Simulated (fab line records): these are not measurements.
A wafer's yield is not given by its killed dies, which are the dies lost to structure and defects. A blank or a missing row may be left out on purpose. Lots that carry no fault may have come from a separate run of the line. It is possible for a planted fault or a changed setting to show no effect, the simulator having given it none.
fab line records | flow nandHarc
[record] lots = 7 | wafers = 21 | lastDay = 24
route steps=1159 shown A_CONTACT@903 END@1159
lots that met no fault: taken from a fault-free run of the same line
startH: hours from the record's first day to the start of the lot's first wafer shown | waitH: how many hours have passed since the lot's step before this one | " as in the row above | L1.1+2: several wafers, shown together as one row | - either no value or no given start | * or withheld: withheld | < > ~ a bound
route shown NAME@n: NAME is a module with steps in the file, n the number in the route of the first one | usual: mean/standard deviation taken from wafers without a fault | same: alike in all rows | chamber/n: place in a boat | sites: readings site by site | _std_site: how widely they spread, as a standard deviation | _edge_site: mean of outer sites minus mean of inner sites | radiusMm: for every site, how far away it sits from the centre of the wafer | mask NAME#n: copy n | behind: the last tool/chamber to shape the wafer | hold: cause of the lot's hold/its duration in hours/its outcome | device: names the non-switching transistor (n, p or np) | end of line: the route-end tests of the same wafers | a step given without rows: its recipe and nothing more | killed: dies lost to structure and defects at the first sort, not the wafer's yield | map: per-die view of a wafer (x killed, . not killed, _ where there is no die)
set.NAME: the run value of the setting; set.NAME@STEP: its run value at that earlier step | model.NAME: the simulator's own value behind a step, which no gauge read
a table for each step, a row for each wafer; lots at some steps of the route
services: the hour from which a tool's chamber was out of use, counted from the record's first day as startH (under 0 if before that day), plus the number of hours and why
[[steps]]
[step NHARC_A_CONTACT_ETCH_78]
[recipe] targetDepthA = 28000 | overEtchFrac = 0.3 | timeS = 728 | ionEnergyEv = 150 | o2FlowSccm = 400 | cosFlowSccm = 20 | arFlowSccm = 0 | rfW = 500 | biasW = 300 | chemistry = O2/COS
[step NHARC_A_CONTACT_ETCH_124]
[recipe] sourceW = withheld | pressureMtorr = 20 | biasV = withheld | timeS = 140 | targetDepthA = 7000 | arFlowSccm = withheld | c4f8FlowSccm = withheld | o2FlowSccm = withheld | chemistry = C4F8/O2/Ar
lot.wafer | tool          | chamber | startH | waitH | rfHoursCounterH
L406.2    | harCapEtch-03 | 0       | 380.79 | -     | 79
L406.3    | "             | 0       | "      | "     | -
L406.5    | "             | 1       | "      | "     | -
L405.3    | harCapEtch-01 | 0       | 381.89 | -     | -
L405.4    | "             | 1       | "      | "     | -
L405.6    | "             | 1       | "      | "     | -
L423.4    | harCapEtch-02 | 1       | 487.85 | -     | -
L423.5    | "             | 1       | "      | "     | -
L423.6    | "             | 0       | "      | "     | -
L421.2    | harCapEtch-03 | 1       | 492.39 | -     | 98
L421.4    | "             | 1       | "      | "     | -
L421.5    | "             | 1       | "      | "     | -
L422.2    | harCapEtch-02 | 1       | 494.36 | -     | 28
L422.1    | "             | 0       | "      | "     | 28
L422.3    | "             | 0       | "      | "     | -
L425.1    | harCapEtch-03 | 0       | 502.30 | -     | 100
L425.3    | "             | 1       | "      | "     | -
L425.6    | "             | 1       | "      | "     | -
L426.2    | harCapEtch-01 | 0       | 510.95 | -     | 79
L426.1    | "             | 1       | "      | "     | 79
L426.4    | "             | 1       | "      | "     | -
[step NHARC_A_CONTACT_ETCH_125]
[recipe] sourceW = withheld | pressureMtorr = 20 | biasV = 1200 | timeS = 155 | targetDepthA = 9560 | arFlowSccm = withheld | c4f8FlowSccm = withheld | o2FlowSccm = withheld | chemistry = C4F8/O2/Ar
lot.wafer | tool          | chamber | startH | waitH | rfHoursCounterH
L406.2    | harCapEtch-03 | 0       | 380.99 | 0.2   | 79
L406.3    | "             | 0       | "      | "     | -
L406.5    | "             | 1       | "      | "     | -
L405.3    | harCapEtch-01 | 0       | 382.07 | 0.1   | -
L405.4    | "             | 1       | "      | "     | -
L405.6    | "             | 1       | "      | "     | -
L423.4    | harCapEtch-02 | 1       | 488.03 | 0.1   | -
L423.5    | "             | 1       | "      | "     | -
L423.6    | "             | 0       | "      | "     | -
L421.2    | harCapEtch-03 | 1       | 492.59 | 0.2   | 98
L421.4    | "             | 1       | "      | "     | -
L421.5    | "             | 1       | "      | "     | -
L422.2    | harCapEtch-02 | 1       | 494.56 | 0.2   | 28
L422.1    | "             | 0       | "      | "     | 28
L422.3    | "             | 0       | "      | "     | -
L425.1    | harCapEtch-03 | 0       | 502.50 | 0.2   | 101
L425.3    | "             | 1       | "      | "     | -
L425.6    | "             | 1       | "      | "     | -
L426.2    | harCapEtch-01 | 0       | 511.15 | 0.2   | 79
L426.1    | "             | 1       | "      | "     | 79
L426.4    | "             | 1       | "      | "     | -
[step NHARC_A_CONTACT_ETCH_126]
[recipe] sourceW = withheld | pressureMtorr = 20 | biasV = 1200 | timeS = 155 | targetDepthA = 9560 | arFlowSccm = withheld | c4f8FlowSccm = withheld | o2FlowSccm = withheld | chemistry = C4F8/O2/Ar
[step NHARC_A_CONTACT_ETCH_127]
[recipe] sourceW = withheld | pressureMtorr = 20 | biasV = 1200 | timeS = 155 | targetDepthA = 9560 | arFlowSccm = withheld | c4f8FlowSccm = withheld | o2FlowSccm = withheld | chemistry = C4F8/O2/Ar
[step NHARC_A_CONTACT_ETCH_128]
[recipe] sourceW = withheld | pressureMtorr = 20 | biasV = 1200 | timeS = 155 | targetDepthA = 9560 | arFlowSccm = withheld | c4f8FlowSccm = withheld | o2FlowSccm = withheld | chemistry = C4F8/O2/Ar
[step NHARC_A_CONTACT_ETCH_129]
[recipe] sourceW = withheld | pressureMtorr = 20 | biasV = 1200 | timeS = 155 | targetDepthA = 9560 | arFlowSccm = withheld | c4f8FlowSccm = withheld | o2FlowSccm = withheld | chemistry = C4F8/O2/Ar
[step NHARC_A_CONTACT_ETCH_130]
[recipe] sourceW = withheld | pressureMtorr = 20 | biasV = 1200 | timeS = 155 | targetDepthA = 9560 | arFlowSccm = withheld | c4f8FlowSccm = withheld | o2FlowSccm = withheld | chemistry = C4F8/O2/Ar
[step NHARC_A_CONTACT_ETCH_131]
[recipe] sourceW = withheld | pressureMtorr = 20 | biasV = 1200 | timeS = 155 | targetDepthA = 9560 | arFlowSccm = withheld | c4f8FlowSccm = withheld | o2FlowSccm = withheld | chemistry = C4F8/O2/Ar
lot.wafer | tool          | chamber | startH | waitH | rfHoursCounterH
L406.2    | harCapEtch-03 | 0       | 381.84 | 0.1   | 80
L406.3    | "             | 0       | "      | "     | -
L406.5    | "             | 1       | "      | "     | -
L405.3    | harCapEtch-01 | 0       | 382.92 | 0.1   | -
L405.4    | "             | 1       | "      | "     | -
L405.6    | "             | 1       | "      | "     | -
L423.4    | harCapEtch-02 | 1       | 488.88 | 0.1   | -
L423.5    | "             | 1       | "      | "     | -
L423.6    | "             | 0       | "      | "     | -
L421.2    | harCapEtch-03 | 1       | 493.44 | 0.1   | 99
L421.4    | "             | 1       | "      | "     | -
L421.5    | "             | 1       | "      | "     | -
L422.2    | harCapEtch-02 | 1       | 495.41 | 0.1   | 29
L422.1    | "             | 0       | "      | "     | 29
L422.3    | "             | 0       | "      | "     | -
L425.1    | harCapEtch-03 | 0       | 503.35 | 0.1   | 101
L425.3    | "             | 1       | "      | "     | -
L425.6    | "             | 1       | "      | "     | -
L426.2    | harCapEtch-01 | 0       | 512.00 | 0.1   | 80
L426.1    | "             | 1       | "      | "     | 80
L426.4    | "             | 1       | "      | "     | -
[step NHARC_A_CONTACT_ETCH_132]
[recipe] sourceW = withheld | pressureMtorr = 20 | biasV = 1200 | timeS = 156 | targetDepthA = 9580 | arFlowSccm = withheld | c4f8FlowSccm = withheld | o2FlowSccm = withheld | chemistry = C4F8/O2/Ar
lot.wafer | tool          | chamber | startH | waitH | rfHoursCounterH
L406.2    | harCapEtch-03 | 0       | 381.98 | 0.1   | 80
L406.3    | "             | 0       | "      | "     | -
L406.5    | "             | 1       | "      | "     | -
L405.3    | harCapEtch-01 | 0       | 383.06 | 0.1   | -
L405.4    | "             | 1       | "      | "     | -
L405.6    | "             | 1       | "      | "     | -
L423.4    | harCapEtch-02 | 1       | 489.02 | 0.1   | -
L423.5    | "             | 1       | "      | "     | -
L423.6    | "             | 0       | "      | "     | -
L421.2    | harCapEtch-03 | 1       | 493.58 | 0.1   | 99
L421.4    | "             | 1       | "      | "     | -
L421.5    | "             | 1       | "      | "     | -
L422.2    | harCapEtch-02 | 1       | 495.55 | 0.1   | 29
L422.1    | "             | 0       | "      | "     | 29
L422.3    | "             | 0       | "      | "     | -
L425.1    | harCapEtch-03 | 0       | 503.49 | 0.1   | 101
L425.3    | "             | 1       | "      | "     | -
L425.6    | "             | 1       | "      | "     | -
L426.2    | harCapEtch-01 | 0       | 512.15 | 0.1   | 80
L426.1    | "             | 1       | "      | "     | 80
L426.4    | "             | 1       | "      | "     | -
[step NHARC_A_CONTACT_ETCH_133]
[recipe] sourceW = withheld | pressureMtorr = 20 | biasV = 400 | timeS = 195 | targetDepthA = 8400 | arFlowSccm = withheld | c4f8FlowSccm = 11.5 | o2FlowSccm = 7.2 | chemistry = C4F8/O2/Ar
[step NHARC_A_CONTACT_ETCH_91]
[recipe] targetDepthA = 400 | overEtchFrac = 0.5 | timeS = 85.7 | ionEnergyEv = 120 | ch3fFlowSccm = 50 | o2FlowSccm = 30 | arFlowSccm = 200 | rfW = 500 | biasW = 100 | chemistry = CH3F/O2
[usual] drypumpMotorCurrentA = 5.8/0.46 | mfcArSccm = 199.9/0.65 | oesProductAu = 0.930/0.023 | rfFwdPowerW = 496.4/2.1 | rfVppV = 244.3/1.4 | showerheadPlenumPTorr = 2.45/0.083 | throttleValvePct = 20.665/0.0089
[same] overEtchFrac = 0.5
lot.wafer | tool       | chamber | startH | waitH | drypumpMotorCurrentA | mfcArSccm | oesProductAu | rfFwdPowerW | rfHoursCounterH | rfVppV | showerheadPlenumPTorr | throttleValvePct
L406.3    | rieDiel-04 | 0       | 382.69 | 0.4   | 4.8                  | 200.1     | 0.933        | 493.9       | 18              | 242.9  | 2.31                  | 20.661
L406.2    | "          | 2       | "      | "     | 5.8                  | 200.1     | 0.930        | 497.3       | 15              | 242.1  | 2.38                  | 20.662
L406.5    | "          | 1       | "      | "     | 5.7                  | 200.6     | 0.925        | 499.1       | -               | 244.1  | 2.52                  | 20.655
L405.3    | rieDiel-04 | 1       | 383.75 | 0.5   | 5.7                  | 198.6     | 0.918        | 495.4       | 15              | 244.6  | 2.52                  | 20.667
L405.4    | "          | 2       | "      | "     | 5.8                  | 200.0     | 0.927        | 498.0       | 16              | 242.8  | 2.38                  | 20.657
L405.6    | "          | 3       | "      | "     | 6.5                  | 199.5     | 0.918        | 493.9       | -               | 245.3  | 2.56                  | 20.679
L423.4    | rieDiel-04 | 1       | 489.69 | 0.4   | 5.7                  | 199.4     | 0.916        | 497.5       | 2               | 243.9  | 2.51                  | 20.660
L423.5    | "          | 0       | "      | "     | 4.9                  | 198.7     | 0.929        | 495.8       | -               | 241.4  | 2.31                  | 20.681
L423.6    | "          | 1       | "      | "     | 5.7                  | 200.3     | 0.914        | 501.1       | -               | 244.1  | 2.51                  | 20.676
L421.2    | rieDiel-04 | 3       | 494.33 | 0.6   | 6.6                  | 199.9     | 0.917        | 491.8       | 4               | 244.1  | 2.55                  | 20.660
L421.4    | "          | 0       | "      | "     | 4.8                  | 201.0     | 0.930        | 494.9       | 4               | 241.1  | 2.31                  | 20.670
L421.5    | "          | 2       | "      | "     | 5.7                  | 199.9     | 0.912        | 496.9       | -               | 243.8  | 2.37                  | 20.671
L422.1    | rieDiel-04 | 0       | 496.26 | 0.5   | 4.8                  | 199.5     | 0.938        | 495.8       | 4               | 241.4  | 2.31                  | 20.671
L422.2    | "          | 1       | "      | "     | 5.7                  | 199.9     | 0.918        | 494.9       | 4               | 244.0  | 2.51                  | 20.645
L422.3    | "          | 3       | "      | "     | 6.6                  | 200.6     | 0.921        | 492.4       | 5               | 245.2  | 2.55                  | 20.666
L425.3    | rieDiel-07 | 1       | 504.25 | 0.4   | 5.7                  | 201.1     | 0.925        | 493.1       | 32              | 243.9  | 2.48                  | 20.662
L425.1    | "          | 2       | "      | "     | 5.9                  | 200.1     | 0.943        | 497.3       | 33              | 245.6  | 2.43                  | 20.663
L425.6    | "          | 0       | "      | "     | 5.5                  | 200.3     | 0.922        | 498.8       | -               | 243.9  | 2.51                  | 20.683
L426.2    | rieDiel-07 | 3       | 512.86 | 0.5   | 6.2                  | 201.9     | 0.928        | 497.7       | 36              | 244.8  | 2.55                  | 20.671
L426.4    | "          | 0       | "      | "     | 5.5                  | 200.4     | 0.925        | 497.1       | 36              | 245.2  | 2.51                  | 20.670
L426.1    | "          | 2       | "      | "     | 5.9                  | 200.1     | 0.933        | 499.1       | 38              | 244.8  | 2.43                  | 20.663
[step NHARC_A_CONTACT_ETCH_97]
[recipe] targetDepthA = 200 | overEtchFrac = 0.5 | timeS = 10 | ionEnergyEv = 250 | c4f6FlowSccm = 25 | o2FlowSccm = 20 | arFlowSccm = 500 | rfW = 600 | biasW = 500 | chemistry = C4F6/O2
[usual] drypumpMotorCurrentA = 5.8/0.44 | mfcArSccm = 500.1/1.4 | oesProductAu = 0.954/0.02 | rfFwdPowerW = 587/3.1 | rfVppV = 546.7/2.7 | showerheadPlenumPTorr = 3.91/0.12 | throttleValvePct = 26.904/0.01
[same] overEtchFrac = 0.5
lot.wafer | tool       | chamber | startH | waitH | drypumpMotorCurrentA | mfcArSccm | oesProductAu | rfFwdPowerW | rfHoursCounterH | rfVppV | showerheadPlenumPTorr | throttleValvePct
L406.2    | rieDiel-04 | 0       | 382.82 | -     | 4.9                  | 502.0     | 0.955        | 584         | 18              | 543.2  | 3.71                  | 26.901
L406.3    | "          | 2       | "      | "     | 5.8                  | 501.6     | 0.937        | 583         | 15              | 544.9  | 3.80                  | 26.904
L406.5    | "          | 1       | "      | "     | 5.7                  | 499.1     | 0.958        | 591         | -               | 549.6  | 4.01                  | 26.926
L405.4    | rieDiel-04 | 2       | 383.86 | -     | 5.8                  | 498.1     | 0.932        | 584         | 16              | 543.9  | 3.80                  | 26.904
L405.3    | "          | 0       | "      | "     | 4.8                  | 500.9     | 0.952        | 585         | 18              | 543.3  | 3.71                  | 26.907
L405.6    | "          | 3       | "      | "     | 6.6                  | 501.7     | 0.942        | 589         | -               | 550.6  | 4.07                  | 26.911
L423.4    | rieDiel-04 | 2       | 489.82 | -     | 5.8                  | 500.9     | 0.740        | 585         | 1               | 543.9  | 3.79                  | 26.894
L423.6    | "          | 2       | "      | "     | 5.8                  | 500.0     | 0.738        | 587         | -               | 542.1  | 3.79                  | 26.917
L423.5    | "          | 3       | "      | "     | 6.6                  | 499.0     | 0.718        | 586         | -               | 548.3  | 4.06                  | 26.908
L421.2    | rieDiel-04 | 1       | 494.79 | -     | 5.7                  | 500.9     | 0.727        | 589         | 4               | 548.0  | 4.00                  | 26.890
L421.4    | "          | 2       | "      | "     | 5.8                  | 500.6     | 0.703        | 583         | 4               | 544.1  | 3.79                  | 26.916
L421.5    | "          | 1       | "      | "     | 5.7                  | 501.2     | 0.713        | 585         | -               | 546.6  | 4.00                  | 26.913
L422.1    | rieDiel-04 | 3       | 496.40 | -     | 6.6                  | 498.9     | 0.716        | 585         | 5               | 550.8  | 4.06                  | 26.905
L422.3    | "          | 0       | "      | "     | 4.9                  | 499.9     | 0.726        | 583         | 4               | 542.9  | 3.70                  | 26.923
L422.2    | "          | 1       | "      | "     | 5.7                  | 498.8     | 0.710        | 587         | 5               | 546.8  | 4.00                  | 26.897
L425.3    | rieDiel-07 | 2       | 504.36 | -     | 6.0                  | 500.5     | 0.962        | 591         | 33              | 546.8  | 3.88                  | 26.896
L425.1    | "          | 0       | "      | "     | 5.5                  | 499.4     | 0.967        | 591         | 31              | 550.9  | 4.01                  | 26.911
L425.6    | "          | 2       | "      | "     | 5.9                  | 498.6     | 0.959        | 592         | -               | 545.4  | 3.88                  | 26.882
L426.4    | rieDiel-07 | 2       | 513.00 | -     | 6.0                  | 497.9     | 0.966        | 587         | 39              | 546.4  | 3.88                  | 26.921
L426.1    | "          | 3       | "      | "     | 6.2                  | 500.5     | 0.967        | 587         | 37              | 550.0  | 4.06                  | 26.916
L426.2    | "          | 0       | "      | "     | 5.5                  | 499.9     | 0.976        | 593         | 36              | 548.5  | 4.01                  | 26.911
[step NHARC_A_CONTACT_CD_MEAS_80]
[usual] cdNm = 189.7/0.83
lot.wafer | tool     | chamber | startH | waitH | cdNm
L406.2    | cdSem-01 | -       | 382.91 | -     | 188.1
L406.3    | "        | -       | "      | "     | 187.9
L406.5    | "        | -       | "      | "     | 187.5
L405.3    | cdSem-01 | -       | 383.95 | -     | 187.8
L405.4    | "        | -       | "      | "     | 189.4
L405.6    | "        | -       | "      | "     | 189.5
L423.4    | cdSem-01 | -       | 489.91 | -     | 189.6
L423.5    | "        | -       | "      | "     | 190.4
L423.6    | "        | -       | "      | "     | 189.8
L421.2    | cdSem-01 | -       | 494.87 | -     | 189.4
L421.4    | "        | -       | "      | "     | 189.3
L421.5    | "        | -       | "      | "     | 190.3
L422.1    | cdSem-01 | -       | 496.48 | -     | 189.6
L422.2    | "        | -       | "      | "     | 189.2
L422.3    | "        | -       | "      | "     | 188.6
L425.1    | cdSem-03 | -       | 504.44 | -     | 190.0
L425.3    | "        | -       | "      | "     | 189.5
L425.6    | "        | -       | "      | "     | 189.9
L426.1    | cdSem-02 | -       | 513.08 | -     | 189.2
L426.2    | "        | -       | "      | "     | 188.9
L426.4    | "        | -       | "      | "     | 190.3
[step NHARC_END_SORT_01]
[recipe] tempC = 25
[usual] killedAtArray = 28/11 | killedAtOther = 0.8/1.1 | killedAtPeriphery = 3.3/2.8 | killedDies = 32/11 | killedOpen = 3.3/1.9 | killedShort = 1.9/1.4
[same] grossDies = 677
lot.wafer | tool      | chamber | startH | waitH | killedAtArray | killedAtOther | killedAtPeriphery | killedDies | killedOpen | killedShort
L406.2    | prober-01 | 0       | 449.47 | 2.8   | 16            | 3             | 2                 | 21         | 5          | 2
L406.3    | prober-01 | 0       | 450.27 | 3.1   | 30            | 3             | 2                 | 35         | 6          | 6
L406.5    | prober-01 | 0       | 451.85 | 3.7   | 24            | 0             | 5                 | 29         | 8          | 3
L421.2    | prober-01 | 0       | 553.91 | 2.8   | 675           | 1             | 1                 | 677        | 3          | 1
L421.4    | prober-01 | 0       | 555.54 | 3.4   | 676           | 0             | 1                 | 677        | 4          | 4
L421.5    | prober-01 | 0       | 556.35 | 3.8   | 675           | 0             | 2                 | 677        | 3          | 4
L422.1    | prober-01 | 0       | 561.02 | 2.5   | 676           | 0             | 1                 | 677        | 0          | 1
L422.2    | prober-01 | 0       | 561.82 | 2.8   | 671           | 2             | 4                 | 677        | 3          | 3
L422.3    | prober-01 | 0       | 562.62 | 3.1   | 673           | 2             | 2                 | 677        | 4          | 1
L423.4    | prober-02 | 0       | 563.34 | 3.4   | 676           | 0             | 1                 | 677        | 2          | 0
L423.5    | prober-02 | 0       | 564.13 | 3.7   | 675           | 0             | 2                 | 677        | 3          | 0
L423.6    | prober-02 | 0       | 564.93 | 4.0   | 674           | 1             | 2                 | 677        | 3          | 1
L425.1    | prober-02 | 0       | 576.44 | 2.4   | 34            | 1             | 1                 | 36         | 4          | 3
L425.3    | prober-02 | 0       | 578.03 | 3.1   | 26            | 1             | 2                 | 29         | 6          | 2
L425.6    | prober-02 | 0       | 580.43 | 4.0   | 28            | 2             | 3                 | 33         | 7          | 2
// killed by level:class
L406.2 A_SLIT:chamberFilmFlake=7 A_ONON_D1:geometricParticle:open=2 A_CHANNEL_HOLE_D1:chamberFilmFlake=2 THIN_TSV:chamberFilmFlake=2 P_STI:geometricParticle:open=1 A_CHANNEL_FILL_D1:geometricParticle:open=1 A_CONTACT:geometricParticle:short=1 A_M0:geometricParticle:short=1
L406.3 A_SLIT:chamberFilmFlake=8 A_STAIRCASE:chamberFilmFlake=5 A_CHANNEL_HOLE_D1:chamberFilmFlake=4 A_CONTACT:geometricParticle:open=3 A_CHANNEL_FILL_D1:geometricParticle:short=2 THIN_TSV:chamberFilmFlake=2 P_M1:geometricParticle:open=1 A_ONON_D1:geometricParticle:open=1
L406.5 A_SLIT:chamberFilmFlake=12 P_CONTACT:chamberFilmFlake=3 A_CHANNEL_FILL_D1:geometricParticle:open=2 A_CONTACT:geometricParticle:open=2 P_CONTACT:geometricParticle:open=1 A_CHANNEL_HOLE_D1:geometricParticle:short=1 A_CHANNEL_FILL_D1:geometricParticle:short=1 A_SGD_CUT:geometricParticle:short=1
L421.2 A_CONTACT:areaEtch=656 A_CONTACT:chamberFilmFlake=8 A_CHANNEL_HOLE_D1:chamberFilmFlake=5 A_WL_FILL:chamberFilmFlake=2 P_M0:geometricParticle:open=1 A_WL_FILL:geometricParticle:short=1 A_CONTACT:geometricParticle:open=1 A_BLC:geometricParticle:open=1
L421.4 A_CONTACT:areaEtch=663 A_CONTACT:chamberFilmFlake=4 A_CHANNEL_FILL_D1:geometricParticle:short=2 A_SGD_CUT:geometricParticle:open=2 A_CHANNEL_HOLE_D1:chamberFilmFlake=2 P_CONTACT:geometricParticle:short=1 A_ONON_D1:geometricParticle:short=1 A_CHANNEL_FILL_D1:geometricParticle:open=1
L421.5 A_CONTACT:areaEtch=655 A_CHANNEL_HOLE_D1:chamberFilmFlake=6 A_CONTACT:chamberFilmFlake=5 A_CHANNEL_FILL_D1:geometricParticle:short=2 P_CONTACT:geometricParticle:open=1 A_ONON_D1:geometricParticle:open=1 A_SGD_CUT:geometricParticle:short=1 A_M0:geometricParticle:open=1
L422.1 A_CONTACT:areaEtch=655 A_CHANNEL_HOLE_D1:chamberFilmFlake=8 A_STAIRCASE:chamberFilmFlake=8 A_CONTACT:chamberFilmFlake=2 A_SGD_CUT:geometricParticle:short=1 P_M1:chamberFilmFlake=1 A_WL_FILL:chamberFilmFlake=1 A_BONDPAD:chamberFilmFlake=1
L422.2 A_CONTACT:areaEtch=653 A_STAIRCASE:chamberFilmFlake=10 P_M1:chamberFilmFlake=3 A_WL_FILL:geometricParticle:open=2 A_CHANNEL_HOLE_D1:chamberFilmFlake=2 THIN_TSV:chamberFilmFlake=2 P_M2:geometricParticle:open=1 A_SOURCE_PLATE:geometricParticle:short=1
L422.3 A_CONTACT:areaEtch=649 A_STAIRCASE:chamberFilmFlake=7 A_CHANNEL_HOLE_D1:chamberFilmFlake=6 A_CONTACT:chamberFilmFlake=3 A_WL_FILL:geometricParticle:open=2 P_M1:chamberFilmFlake=2 A_WL_FILL:chamberFilmFlake=2 THIN_TSV:chamberFilmFlake=2
L423.4 A_CONTACT:areaEtch=638 A_CHANNEL_HOLE_D1:chamberFilmFlake=20 A_SLIT:chamberFilmFlake=15 A_STAIRCASE:chamberFilmFlake=2 P_GATE:geometricParticle:open=1 A_M0:geometricParticle:open=1
L423.5 A_CONTACT:areaEtch=630 A_CHANNEL_HOLE_D1:chamberFilmFlake=24 A_SLIT:chamberFilmFlake=18 P_GATE:geometricParticle:open=1 P_M0:geometricParticle:open=1 A_BLC:geometricParticle:open=1 A_STAIRCASE:chamberFilmFlake=1 A_CONTACT:chamberFilmFlake=1
L423.6 A_CONTACT:areaEtch=633 A_CHANNEL_HOLE_D1:chamberFilmFlake=26 A_SLIT:chamberFilmFlake=11 A_CONTACT:chamberFilmFlake=2 P_CONTACT:geometricParticle:open=1 P_M0:geometricParticle:open=1 A_ONON_D1:geometricParticle:open=1 A_CHANNEL_FILL_D1:geometricParticle:short=1
L425.1 A_SLIT:chamberFilmFlake=16 A_CHANNEL_HOLE_D1:chamberFilmFlake=7 A_STAIRCASE:chamberFilmFlake=3 A_CHANNEL_FILL_D1:geometricParticle:short=2 A_CONTACT:chamberFilmFlake=2 P_CONTACT:geometricParticle:open=1 A_ONON_D1:geometricParticle:open=1 A_WL_FILL:geometricParticle:short=1
L425.3 A_SLIT:chamberFilmFlake=14 A_CHANNEL_HOLE_D1:chamberFilmFlake=4 P_M1:geometricParticle:open=1 A_ONON_D1:geometricParticle:open=1 A_CHANNEL_FILL_D1:geometricParticle:short=1 A_WL_FILL:geometricParticle:open=1 A_WL_FILL:geometricParticle:short=1 A_CONTACT:geometricParticle:open=1
L425.6 A_SLIT:chamberFilmFlake=15 A_CHANNEL_HOLE_D1:chamberFilmFlake=4 A_M0:geometricParticle:open=3 STARTING-WAFER:geometricParticle:open=2 A_STAIRCASE:chamberFilmFlake=2 A_CONTACT:chamberFilmFlake=2 P_GATE:geometricParticle:open=1 P_M1:geometricParticle:short=1
// map L421.2 (x killed, . not)
____________x____________
_________xxxxxxx_________
_______xxxxxxxxxxx_______
______xxxxxxxxxxxxx______
_____xxxxxxxxxxxxxxx_____
____xxxxxxxxxxxxxxxxx____
____xxxxxxxxxxxxxxxxx____
___xxxxxxxxxxxxxxxxxxx___
___xxxxxxxxxxxxxxxxxxx___
__xxxxxxxxxxxxxxxxxxxxx__
__xxxxxxxxxxxxxxxxxxxxx__
_xxxxxxxxxxxxxxxxxxxxxxx_
_xxxxxxxxxxxxxxxxxxxxxxx_
_xxxxxxxxxxxxxxxxxxxxxxx_
_xxxxxxxxxxxxxxxxxxxxxxx_
_xxxxxxxxxxxxxxxxxxxxxxx_
xxxxxxxxxxxxxxxxxxxxxxxxx
xxxxxxxxxxxxxxxxxxxxxxxxx
xxxxxxxxxxxxxxxxxxxxxxxxx
xxxxxxxxxxxxxxxxxxxxxxxxx
xxxxxxxxxxxxxxxxxxxxxxxxx
_xxxxxxxxxxxxxxxxxxxxxxx_
_xxxxxxxxxxxxxxxxxxxxxxx_
_xxxxxxxxxxxxxxxxxxxxxxx_
_xxxxxxxxxxxxxxxxxxxxxxx_
_xxxxxxxxxxxxxxxxxxxxxxx_
__xxxxxxxxxxxxxxxxxxxxx__
__xxxxxxxxxxxxxxxxxxxxx__
___xxxxxxxxxxxxxxxxxxx___
___xxxxxxxxxxxxxxxxxxx___
____xxxxxxxxxxxxxxxxx____
____xxxxxxxxxxxxxxxxx____
_____xxxxxxxxxxxxxxx_____
______xxxxxxxxxxxxx______
_______xxxxxxxxxxx_______
_________xxxxxxx_________
____________x____________
// map L422.1 (x killed, . not)
____________x____________
_________xxxxxxx_________
_______xxxxxxxxxxx_______
______xxxxxxxxxxxxx______
_____xxxxxxxxxxxxxxx_____
____xxxxxxxxxxxxxxxxx____
____xxxxxxxxxxxxxxxxx____
___xxxxxxxxxxxxxxxxxxx___
___xxxxxxxxxxxxxxxxxxx___
__xxxxxxxxxxxxxxxxxxxxx__
__xxxxxxxxxxxxxxxxxxxxx__
_xxxxxxxxxxxxxxxxxxxxxxx_
_xxxxxxxxxxxxxxxxxxxxxxx_
_xxxxxxxxxxxxxxxxxxxxxxx_
_xxxxxxxxxxxxxxxxxxxxxxx_
_xxxxxxxxxxxxxxxxxxxxxxx_
xxxxxxxxxxxxxxxxxxxxxxxxx
xxxxxxxxxxxxxxxxxxxxxxxxx
xxxxxxxxxxxxxxxxxxxxxxxxx
xxxxxxxxxxxxxxxxxxxxxxxxx
xxxxxxxxxxxxxxxxxxxxxxxxx
_xxxxxxxxxxxxxxxxxxxxxxx_
_xxxxxxxxxxxxxxxxxxxxxxx_
_xxxxxxxxxxxxxxxxxxxxxxx_
_xxxxxxxxxxxxxxxxxxxxxxx_
_xxxxxxxxxxxxxxxxxxxxxxx_
__xxxxxxxxxxxxxxxxxxxxx__
__xxxxxxxxxxxxxxxxxxxxx__
___xxxxxxxxxxxxxxxxxxx___
___xxxxxxxxxxxxxxxxxxx___
____xxxxxxxxxxxxxxxxx____
____xxxxxxxxxxxxxxxxx____
_____xxxxxxxxxxxxxxx_____
______xxxxxxxxxxxxx______
_______xxxxxxxxxxx_______
_________xxxxxxx_________
____________x____________
[[services]]
tool       | chamber | startH | hours | kind
rieDiel-04 | 0       | 371.99 | -     | clean
rieDiel-04 | 1       | 371.99 | -     | clean
rieDiel-04 | 2       | 371.99 | -     | clean
rieDiel-04 | 3       | 371.99 | -     | clean
rieDiel-04 | 0       | 396.49 | -     | clean
rieDiel-04 | 1       | 396.49 | -     | clean
rieDiel-04 | 2       | 396.49 | -     | clean
rieDiel-04 | 3       | 396.49 | -     | clean
rieDiel-04 | 3       | 404.91 | 21.6  | repair
rieDiel-07 | -       | 405.20 | 9.0   | pm
rieDiel-04 | 0       | 420.99 | -     | clean
rieDiel-04 | 1       | 420.99 | -     | clean
rieDiel-04 | 2       | 420.99 | -     | clean
rieDiel-04 | 0       | 445.50 | -     | clean
rieDiel-04 | 1       | 445.50 | -     | clean
rieDiel-04 | 2       | 445.50 | -     | clean
rieDiel-04 | 3       | 445.50 | -     | clean
rieDiel-04 | 0       | 448.06 | 6.4   | repair
rieDiel-04 | -       | 466.28 | 9.0   | pm
rieDiel-04 | 0       | 466.28 | 9.0   | ventCycle
rieDiel-04 | 1       | 466.28 | 9.0   | ventCycle
rieDiel-04 | 2       | 466.28 | 9.0   | ventCycle
rieDiel-04 | 3       | 466.28 | 9.0   | ventCycle
rieDiel-04 | 2       | 483.06 | 4.3   | repair
[[key]]
[firstSign] step = NHARC_A_CONTACT_ETCH_97 | reading = oesProductAu | direction = down | sigmas = 12 | usual = 0.954 | struck = 0.721
[effect] step = NHARC_END_SORT_01 | reading = killedAtArray | direction = up | sigmas = 59 | usual = 28 | struck = 675
[moreKillsBornAt] NHARC_A_CONTACT_ETCH_97@rieDiel-04 = 5832
metAt NHARC_A_CONTACT_ETCH_97
struckWafers L421.2,L421.4,L421.5,L422.1,L422.2,L422.3,L423.4,L423.5,L423.6
laterRowsLeftOut L421.2,L421.4,L421.5,L422.1,L422.2,L422.3,L423.4,L423.5,L423.6
testerLeftOut L421,L422,L423
onsetBetween 383.86 489.82
[fault] kind = processParameterDrift | tool = rieDiel-04 | chamber = - | onsetH = 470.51 | steps = NHARC_A_CONTACT_ETCH_97 | channel = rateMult | offset = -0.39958 | shape = step | endH = 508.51
// testerLeftOut: of these lots the tester's yield and bins aren't shown, on N5 and GAA mostly nor the transistor test; their killed dies are dies lost to structure and defects alone, not to doping, threshold or leakage, so they don't give the yield
// laterRowsLeftOut: the simulator's readings of these wafers behind a module that went badly wrong aren't trusted and aren't shown, but for the sort
